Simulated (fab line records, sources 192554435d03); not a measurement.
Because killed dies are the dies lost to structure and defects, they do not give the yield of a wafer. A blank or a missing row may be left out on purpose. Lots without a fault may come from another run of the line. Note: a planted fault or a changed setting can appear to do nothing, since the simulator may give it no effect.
Which tool did it? -- flow n5Finfet -- 32 wafers sampled from 11 lots at 1 step of a route of 1938

WHAT EACH GAUGE READ, for each wafer
N5_BEOL_M11_INSPECT_13: inspects for defects (brightfield).
lot,measured,on,rawDefectCount
L103,day 10 20:58,defectInspect-02,747 431
L105,day 10 21:16,defectInspect-01,398 365 426
L107,day 12 02:54,defectInspect-02,272 319 419
L110,day 12 15:19,defectInspect-02,443 502 414
L111,day 13 10:21,defectInspect-02,464 301 371
L117,day 14 13:58,defectInspect-02,422 326 224
L120,day 14 18:19,defectInspect-02,315 405 334
L119,day 14 18:31,defectInspect-01,440 399 322
L123,day 15 15:11,defectInspect-01,533 392 487
L125,day 15 23:42,defectInspect-02,500 433 484
L126,day 16 08:46,defectInspect-01,366 361 564

WHAT TOOL EACH LOT RAN ON (gives the tool, then ch and the chambers of the sampled wafers, and finally the start)
Record: no process step prior to these readings.

THE ANSWER, worked out from the rows above alone
Rule: the usual values come from the lots themselves. Put in order of their means at a reading, lots are off if they are a third of the lots or fewer, leave a main group of 4 or more, and stand apart from it by a gap of 3 or more times the standard deviation of the main group's means; of several such gaps the widest counts. The tables above print the reading to a certain number of digits; a main group whose means all agree to those digits is not used. A lot without any number at a reading at which 4 lots or more have one is off too. The other lots that the step has rows for count as sound.
No lot is off at any reading shown: from this, nothing can be told.

WHAT THE SIMULATOR HAD INSERTED
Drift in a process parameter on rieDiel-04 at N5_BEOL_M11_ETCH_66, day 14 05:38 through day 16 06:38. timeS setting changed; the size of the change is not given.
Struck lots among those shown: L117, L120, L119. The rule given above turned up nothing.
